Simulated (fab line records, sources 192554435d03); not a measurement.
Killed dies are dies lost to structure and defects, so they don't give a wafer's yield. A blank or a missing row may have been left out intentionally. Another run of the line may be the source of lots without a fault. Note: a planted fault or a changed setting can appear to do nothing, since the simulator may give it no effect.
A sampling plan put to the test / flow n5Finfet / one fab line, 26 faults that these records tell of, each judged on the records of the lots that it struck; 1 more is left out, because the records don't allow judging it
The line's own looks make up the plan; these are the steps of the route where a gauge or inspection reads the wafer and leaves it unchanged. A look is open to judgement when struck wafers have a number at it and the file gives its usual mean and standard deviation on fault-free wafers. Caught: a look later than the fault's first step finds the struck wafers' mean 4 or more of those standard deviations (sigma) from the usual mean. On the tool: the test repeated on the tool's own readings taken at the fault's steps. It also counts as caught if the struck wafers ran another recipe or if their record alone is blank.

THE FAULTS, as the simulator had put them in
1. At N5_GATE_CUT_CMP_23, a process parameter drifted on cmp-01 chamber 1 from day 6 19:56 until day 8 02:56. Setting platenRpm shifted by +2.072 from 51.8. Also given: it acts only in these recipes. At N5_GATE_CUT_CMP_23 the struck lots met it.
2. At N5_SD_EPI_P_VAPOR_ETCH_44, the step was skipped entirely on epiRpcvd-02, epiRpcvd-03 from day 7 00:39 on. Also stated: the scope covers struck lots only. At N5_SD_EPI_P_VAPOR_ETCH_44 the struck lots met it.
3. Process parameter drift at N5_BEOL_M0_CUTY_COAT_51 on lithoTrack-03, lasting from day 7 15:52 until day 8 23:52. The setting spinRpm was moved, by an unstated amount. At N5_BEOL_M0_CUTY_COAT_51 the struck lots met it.
4. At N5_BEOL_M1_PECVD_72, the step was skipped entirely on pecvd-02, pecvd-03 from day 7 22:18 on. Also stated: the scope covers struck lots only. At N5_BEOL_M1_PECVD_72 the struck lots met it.
5. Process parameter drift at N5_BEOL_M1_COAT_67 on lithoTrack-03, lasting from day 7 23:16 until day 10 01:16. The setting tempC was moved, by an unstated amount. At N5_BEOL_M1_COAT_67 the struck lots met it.
6. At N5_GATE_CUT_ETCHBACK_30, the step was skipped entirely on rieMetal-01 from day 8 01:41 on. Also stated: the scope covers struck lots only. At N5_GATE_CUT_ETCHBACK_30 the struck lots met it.
7. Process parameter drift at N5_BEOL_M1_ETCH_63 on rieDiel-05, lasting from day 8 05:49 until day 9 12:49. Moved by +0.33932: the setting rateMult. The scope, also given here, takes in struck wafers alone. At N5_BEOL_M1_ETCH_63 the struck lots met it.
8. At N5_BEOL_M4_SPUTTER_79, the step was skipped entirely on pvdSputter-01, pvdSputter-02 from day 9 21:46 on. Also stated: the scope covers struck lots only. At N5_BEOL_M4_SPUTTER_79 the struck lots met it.
9. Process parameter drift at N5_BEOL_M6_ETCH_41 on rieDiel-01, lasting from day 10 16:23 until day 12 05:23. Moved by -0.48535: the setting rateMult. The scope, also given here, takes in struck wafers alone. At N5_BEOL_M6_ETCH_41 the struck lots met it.
10. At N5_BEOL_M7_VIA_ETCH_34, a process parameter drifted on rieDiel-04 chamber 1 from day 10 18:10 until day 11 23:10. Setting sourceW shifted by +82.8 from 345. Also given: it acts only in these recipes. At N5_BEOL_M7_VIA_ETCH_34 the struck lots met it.
11. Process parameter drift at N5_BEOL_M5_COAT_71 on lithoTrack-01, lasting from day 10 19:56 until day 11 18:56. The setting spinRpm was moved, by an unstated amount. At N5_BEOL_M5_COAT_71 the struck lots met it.
12. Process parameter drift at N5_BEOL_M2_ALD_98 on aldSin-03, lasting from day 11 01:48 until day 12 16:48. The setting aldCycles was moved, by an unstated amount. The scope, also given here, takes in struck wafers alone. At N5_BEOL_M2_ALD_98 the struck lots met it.
13. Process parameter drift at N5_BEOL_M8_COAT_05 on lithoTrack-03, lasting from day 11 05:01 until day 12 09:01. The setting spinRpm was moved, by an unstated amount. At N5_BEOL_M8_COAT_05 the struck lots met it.
14. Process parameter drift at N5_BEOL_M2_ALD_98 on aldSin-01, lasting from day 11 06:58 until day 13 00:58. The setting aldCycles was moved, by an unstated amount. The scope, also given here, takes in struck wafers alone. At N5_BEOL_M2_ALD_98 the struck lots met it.
15. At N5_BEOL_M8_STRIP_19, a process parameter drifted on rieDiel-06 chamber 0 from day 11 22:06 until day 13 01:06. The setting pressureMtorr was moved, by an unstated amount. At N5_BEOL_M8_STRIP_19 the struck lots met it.
16. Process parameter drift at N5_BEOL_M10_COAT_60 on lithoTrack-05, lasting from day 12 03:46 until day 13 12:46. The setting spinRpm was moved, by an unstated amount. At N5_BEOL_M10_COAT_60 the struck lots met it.
17. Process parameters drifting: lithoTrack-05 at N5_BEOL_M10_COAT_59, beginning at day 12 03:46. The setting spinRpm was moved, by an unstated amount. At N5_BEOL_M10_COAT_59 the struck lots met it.
18. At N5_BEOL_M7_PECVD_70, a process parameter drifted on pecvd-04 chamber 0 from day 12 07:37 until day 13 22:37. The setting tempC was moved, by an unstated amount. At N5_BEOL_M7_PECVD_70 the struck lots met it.
19. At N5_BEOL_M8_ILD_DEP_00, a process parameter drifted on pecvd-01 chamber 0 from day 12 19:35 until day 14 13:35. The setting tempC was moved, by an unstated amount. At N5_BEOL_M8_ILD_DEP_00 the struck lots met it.
20. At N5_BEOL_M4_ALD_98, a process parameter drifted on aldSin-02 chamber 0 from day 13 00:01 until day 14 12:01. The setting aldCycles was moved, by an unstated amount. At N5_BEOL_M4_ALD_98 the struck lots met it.
21. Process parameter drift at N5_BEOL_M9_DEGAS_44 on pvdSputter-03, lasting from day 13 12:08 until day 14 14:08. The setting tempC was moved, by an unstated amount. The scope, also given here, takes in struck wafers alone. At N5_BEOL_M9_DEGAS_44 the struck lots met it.
22. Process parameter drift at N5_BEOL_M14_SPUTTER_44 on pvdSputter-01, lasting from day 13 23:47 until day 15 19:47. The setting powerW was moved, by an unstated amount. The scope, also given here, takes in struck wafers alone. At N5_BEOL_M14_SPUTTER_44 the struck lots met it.
23. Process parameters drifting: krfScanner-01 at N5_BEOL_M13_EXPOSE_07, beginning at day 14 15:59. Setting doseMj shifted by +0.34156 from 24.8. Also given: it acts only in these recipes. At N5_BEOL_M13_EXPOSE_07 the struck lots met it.
24. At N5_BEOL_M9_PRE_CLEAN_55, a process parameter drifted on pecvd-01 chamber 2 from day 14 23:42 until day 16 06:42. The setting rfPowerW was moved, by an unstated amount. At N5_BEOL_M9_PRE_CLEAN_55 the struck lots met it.
25. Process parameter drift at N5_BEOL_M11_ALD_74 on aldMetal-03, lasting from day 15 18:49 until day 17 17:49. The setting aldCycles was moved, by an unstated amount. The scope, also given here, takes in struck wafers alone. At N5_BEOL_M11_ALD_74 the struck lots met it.
26. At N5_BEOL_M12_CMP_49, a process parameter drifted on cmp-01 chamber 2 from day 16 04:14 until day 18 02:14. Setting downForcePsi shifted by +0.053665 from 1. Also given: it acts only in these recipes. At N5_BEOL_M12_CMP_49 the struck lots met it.

WHAT THE PLAN SAW
fault=1; on the tool itself=platenRpm +61 sigma; first look that catches it=no look after it can be judged; reading, sigma=-; median hours from its first step to that look=-; hours from the fault's start to the first struck lot there=-; judged looks passed uncaught=0
fault=2; on the tool itself=the tool's record is blank for the struck wafers; first look that catches it=no look after it can be judged; reading, sigma=-; median hours from its first step to that look=-; hours from the fault's start to the first struck lot there=-; judged looks passed uncaught=0
fault=3; on the tool itself=spinSpeedRpm -47 sigma; first look that catches it=not the one look that can be judged after it; reading, sigma=-; median hours from its first step to that look=-; hours from the fault's start to the first struck lot there=-; judged looks passed uncaught=1
fault=4; on the tool itself=the tool's record is blank for the struck wafers; first look that catches it=none of the 2 looks that can be judged after it; reading, sigma=-; median hours from its first step to that look=-; hours from the fault's start to the first struck lot there=-; judged looks passed uncaught=2
fault=5; on the tool itself=plateTempC -27 sigma; first look that catches it=none of the 3 looks that can be judged after it; reading, sigma=-; median hours from its first step to that look=-; hours from the fault's start to the first struck lot there=-; judged looks passed uncaught=3
fault=6; on the tool itself=the tool's record is blank for the struck wafers; first look that catches it=no look after it can be judged; reading, sigma=-; median hours from its first step to that look=-; hours from the fault's start to the first struck lot there=-; judged looks passed uncaught=0
fault=7; on the tool itself=etchRfOnTimeS -10 sigma; first look that catches it=not the one look that can be judged after it; reading, sigma=-; median hours from its first step to that look=-; hours from the fault's start to the first struck lot there=-; judged looks passed uncaught=1
fault=8; on the tool itself=the tool's record is blank for the struck wafers; first look that catches it=not the one look that can be judged after it; reading, sigma=-; median hours from its first step to that look=-; hours from the fault's start to the first struck lot there=-; judged looks passed uncaught=1
fault=9; on the tool itself=only faintly: oesProductAu -3.6 sigma; first look that catches it=none of the 2 looks that can be judged after it; reading, sigma=-; median hours from its first step to that look=-; hours from the fault's start to the first struck lot there=-; judged looks passed uncaught=2
fault=10; on the tool itself=rfFwdPowerW +51 sigma; first look that catches it=no look after it can be judged; reading, sigma=-; median hours from its first step to that look=-; hours from the fault's start to the first struck lot there=-; judged looks passed uncaught=0
fault=11; on the tool itself=spinSpeedRpm +45 sigma; first look that catches it=not the one look that can be judged after it; reading, sigma=-; median hours from its first step to that look=-; hours from the fault's start to the first struck lot there=-; judged looks passed uncaught=1
fault=12; on the tool itself=under 2 sigma; first look that catches it=not the one look that can be judged after it; reading, sigma=-; median hours from its first step to that look=-; hours from the fault's start to the first struck lot there=-; judged looks passed uncaught=1
fault=13; on the tool itself=spinSpeedRpm +99 or beyond sigma; first look that catches it=not the one look that can be judged after it; reading, sigma=-; median hours from its first step to that look=-; hours from the fault's start to the first struck lot there=-; judged looks passed uncaught=1
fault=14; on the tool itself=under 2 sigma; first look that catches it=not the one look that can be judged after it; reading, sigma=-; median hours from its first step to that look=-; hours from the fault's start to the first struck lot there=-; judged looks passed uncaught=1
fault=15; on the tool itself=chamberPressureMTorr +99 or beyond sigma; first look that catches it=no look after it can be judged; reading, sigma=-; median hours from its first step to that look=-; hours from the fault's start to the first struck lot there=-; judged looks passed uncaught=0
fault=16; on the tool itself=spinSpeedRpm -35 sigma; first look that catches it=not the one look that can be judged after it; reading, sigma=-; median hours from its first step to that look=-; hours from the fault's start to the first struck lot there=-; judged looks passed uncaught=1
fault=17; on the tool itself=spinSpeedRpm +99 or beyond sigma; first look that catches it=no look after it can be judged; reading, sigma=-; median hours from its first step to that look=-; hours from the fault's start to the first struck lot there=-; judged looks passed uncaught=0
fault=18; on the tool itself=susceptorTempC +54 sigma; first look that catches it=no look after it can be judged; reading, sigma=-; median hours from its first step to that look=-; hours from the fault's start to the first struck lot there=-; judged looks passed uncaught=0
fault=19; on the tool itself=susceptorTempC +28 sigma; first look that catches it=no look after it can be judged; reading, sigma=-; median hours from its first step to that look=-; hours from the fault's start to the first struck lot there=-; judged looks passed uncaught=0
fault=20; on the tool itself=under 2 sigma; first look that catches it=not the one look that can be judged after it; reading, sigma=-; median hours from its first step to that look=-; hours from the fault's start to the first struck lot there=-; judged looks passed uncaught=1
fault=21; on the tool itself=susceptorTempC -43 sigma; first look that catches it=no look after it can be judged; reading, sigma=-; median hours from its first step to that look=-; hours from the fault's start to the first struck lot there=-; judged looks passed uncaught=0
fault=22; on the tool itself=cathodeDcPowerW +99 or beyond sigma; first look that catches it=no look after it can be judged; reading, sigma=-; median hours from its first step to that look=-; hours from the fault's start to the first struck lot there=-; judged looks passed uncaught=0
fault=23; on the tool itself=exposureDoseMJCm2 +11 sigma; first look that catches it=not the one look that can be judged after it; reading, sigma=-; median hours from its first step to that look=-; hours from the fault's start to the first struck lot there=-; judged looks passed uncaught=1
fault=24; on the tool itself=rfFwdPowerW -10 sigma; first look that catches it=no look after it can be judged; reading, sigma=-; median hours from its first step to that look=-; hours from the fault's start to the first struck lot there=-; judged looks passed uncaught=0
fault=25; on the tool itself=under 2 sigma; first look that catches it=no look after it can be judged; reading, sigma=-; median hours from its first step to that look=-; hours from the fault's start to the first struck lot there=-; judged looks passed uncaught=0
fault=26; on the tool itself=headPressurePsi +22 sigma; first look that catches it=no look after it can be judged; reading, sigma=-; median hours from its first step to that look=-; hours from the fault's start to the first struck lot there=-; judged looks passed uncaught=0
Dash: fault not caught, or number not given in these records.

Caught at a look: 0 of 26. Caught on the tool: 21 of 26. By one or the other: 21 of 26.
On the tool alone, faults 1, 2, 3, 4, 5, 6, 7, 8, 10, 11, 13, 15, 16, 17, 18, 19, 21, 22, 23, 24, 26 were caught.
Caught by neither: faults 9, 12, 14, 20, 25.
